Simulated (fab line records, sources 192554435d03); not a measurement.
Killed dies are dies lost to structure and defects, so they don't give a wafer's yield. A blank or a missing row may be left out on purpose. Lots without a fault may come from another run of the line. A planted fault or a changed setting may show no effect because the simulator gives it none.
Chamber matching | flow n5_finfet | N5_FIN_SAQP_ETCH_69 on rie_diel-04: 4 sister chambers
The step etches SOC in N2/H2, stops on SiNx, target depth 150 nm. 18 wafers are shown with their chamber, then 9 later ones without.

WAFERS WITH THEIR CHAMBER
wafer  | chamber | drypump_motor_current_A (A) | throttle_valve_pct (%) | showerhead_plenum_p_Torr (Torr)
L074.2 | 0       | 5.1                         | 17.87                  | 2.50
L074.3 | 2       | 5.4                         | 17.28                  | 2.59
L074.5 | 0       | 5.1                         | 17.87                  | 2.50
L077.1 | 1       | 6.5                         | 17.99                  | 2.49
L077.4 | 3       | 5.9                         | 18.19                  | 2.41
L077.5 | 3       | 5.9                         | 18.17                  | 2.41
L082.2 | 3       | 5.9                         | 18.22                  | 2.40
L082.4 | 2       | 5.4                         | 17.33                  | 2.58
L082.5 | 2       | 5.4                         | 17.33                  | 2.58
L086.1 | 2       | 5.4                         | 17.34                  | 2.57
L086.2 | 3       | 5.9                         | 18.21                  | 2.40
L086.4 | 0       | 5.1                         | 17.92                  | 2.49
L091.1 | 2       | 5.4                         | 17.38                  | 2.57
L091.2 | 0       | 5.1                         | 17.94                  | 2.49
L091.4 | 1       | 6.6                         | 18.04                  | 2.48
L092.4 | 1       | 6.5                         | 18.04                  | 2.48
L092.5 | 2       | 5.4                         | 17.35                  | 2.57
L092.6 | 0       | 5.1                         | 17.94                  | 2.49

SIGNATURES (means of the wafers above)
reading                  | chamber 0 | chamber 1 | chamber 2 | chamber 3 | scatter within a chamber
drypump_motor_current_A  | 5.100     | 6.533     | 5.400     | 5.900     | 0.0218
throttle_valve_pct       | 17.9080   | 18.0233   | 17.3350   | 18.1975   | 0.0311
showerhead_plenum_p_Torr | 2.4940    | 2.4833    | 2.5767    | 2.4050    | 0.00665
Rule: a wafer's distance from a chamber is the root of the sum, over the readings, of the square of ((its reading less the chamber's mean) divided by the reading's scatter). The wafer belongs to the nearest chamber; if the next one is less than 2 further off, it can't be placed. The scatter: the root of (the sum of the squares of (reading less its chamber's mean) over the shown wafers, divided by (wafers less chambers)).

WAFERS WITHOUT THEIR CHAMBER
wafer  | drypump_motor_current_A (A) | throttle_valve_pct (%) | showerhead_plenum_p_Torr (Torr)
L094.1 | 6.5                         | 18.06                  | 2.48
L094.2 | 5.4                         | 17.37                  | 2.57
L094.3 | 5.1                         | 17.95                  | 2.48
L095.1 | 5.2                         | 17.94                  | 2.48
L095.3 | 5.5                         | 17.38                  | 2.56
L095.5 | 5.2                         | 17.95                  | 2.48
L096.1 | 5.1                         | 17.97                  | 2.48
L096.5 | 5.1                         | 17.96                  | 2.48
L096.6 | 6.5                         | 18.05                  | 2.48

WHICH CHAMBER EACH WENT THROUGH
wafer  | from the rows above | in truth
L094.1 | 1                   | 1
L094.2 | 2                   | 2
L094.3 | 0                   | 0
L095.1 | 0                   | 0
L095.3 | 2                   | 2
L095.5 | 0                   | 0
L096.1 | 0                   | 0
L096.5 | 0                   | 0
L096.6 | 1                   | 1
Placed correctly: 9 of 9. Can't be placed from these rows: 0. Placed wrongly: 0.
